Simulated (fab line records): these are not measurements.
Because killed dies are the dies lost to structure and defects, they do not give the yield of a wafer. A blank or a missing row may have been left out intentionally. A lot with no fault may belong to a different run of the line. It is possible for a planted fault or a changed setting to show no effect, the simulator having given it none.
8D (eight disciplines) problem report, filled in by code    flow n5 finfet    the parts of the form that need people (team, actions taken, sign-off) are left out

## 1. WHAT WENT WRONG
killed at contacts at N5_PASSIVATION_PROBE_49 reads a mean of 117 on 6 wafers of 2 lots; wafers without a fault read 14 with a standard deviation of 6.9. That puts it +15 standard deviations away from the usual mean.
First seen on wafer L567.1, day 15 12:24, on prober-01. Wafers with a number at this step in the record: 12, from 4 lots. By rule, "out" or "out of limits" means more than 4 standard deviations away from the usual mean. The rest of the wafers with a number are treated as sound.

## 2. WHAT THIS IS AND IS NOT
question                     is                      is not
which readings at this step  killed at contacts      killed_at_M0_to_M3, killed_at_M4_up, killed at front end, killed at other, killed open, killed short
which lots                   L566, L567              L557, L572
which wafers of those lots   all that have a number  -
read on which tools          prober-01               prober-02
when                         from day 15 12:24       up to then (3 sound wafers); but 3 sound wafers of L572 came after

## 3. THE SUSPECTS, EACH WITH WHAT RULES IT OUT
Counting: a tool at a process step up to the reading stays a suspect if it ran every lot that is out and no sound lot after the first of them.
- rie diel-03 at N5_MOL_CONTACT_COAG_ETCH_67 (etches SOC in N2/H2, target depth 60 nm, overetch 21 nm, time 101.2 s): kept. It ran every lot that is out, first L566 (day 8 06:20), and no sound lot after that.
- rie metal-01 at N5_MIM_BOT_ETCH_ETCH_00 (etches TiN in Cl2/BCl3, target depth 45.5 nm): kept. It ran every lot that is out, first L567 (day 15 03:14), and no sound lot after that.
- prober-01 at N5_PASSIVATION_PROBE_49: kept. It ran every lot that is out, first L567 (day 15 12:24), and no sound lot after that; its last sound lot up to then is L557 (day 12 20:53). On those wafers its own readings are out: killed at contacts.
After the count, these remain: rie diel-03 at N5_MOL_CONTACT_COAG_ETCH_67, rie metal-01 at N5_MIM_BOT_ETCH_ETCH_00 and prober-01 at N5_PASSIVATION_PROBE_49.

## 4. THE CAUSE (what the simulator had put in)
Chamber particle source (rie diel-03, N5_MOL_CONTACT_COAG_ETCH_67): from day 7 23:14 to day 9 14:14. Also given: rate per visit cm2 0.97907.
Of the 3 suspects that counting leaves, this tool is one.

## 5. SEQUENCE OF EFFECTS, ordered by route
Each row: a reading whose mean over the struck wafers that have a number lies more than 3 standard deviations from the usual. Only readings whose record carries a usual standard deviation are examined. hours: median over the lots of the time between each lot's start at the first step of this table that gives one and its start at this step. sigmas: the change, counted in usual standard deviations.
hours  step                     reading             usual  on struck wafers  change  sigmas
0      N5_PASSIVATION_PROBE_49  killed at contacts  14     117               +103    +15
0      N5_PASSIVATION_PROBE_49  killed dies         105    194               +89     +5.2
Its process steps:
- N5_PASSIVATION_PROBE_49

## 6. WHAT WOULD HAVE CAUGHT IT SOONER
181 hours passed between the start of the fault at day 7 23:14 and the first reading out of limits in this record, taken at day 15 12:24.
Of the tool readings at N5_MOL_CONTACT_COAG_ETCH_67 for which the record gives a usual standard deviation, none was out on any struck wafer, so an alarm limit of 4 standard deviations on them would not have fired.
By day 15 12:24 the whole set of lots that are out, 2 in number, had already begun N5_MOL_CONTACT_COAG_ETCH_67 on rie diel-03. Had the tool been put on hold then, not one of them would have been saved.
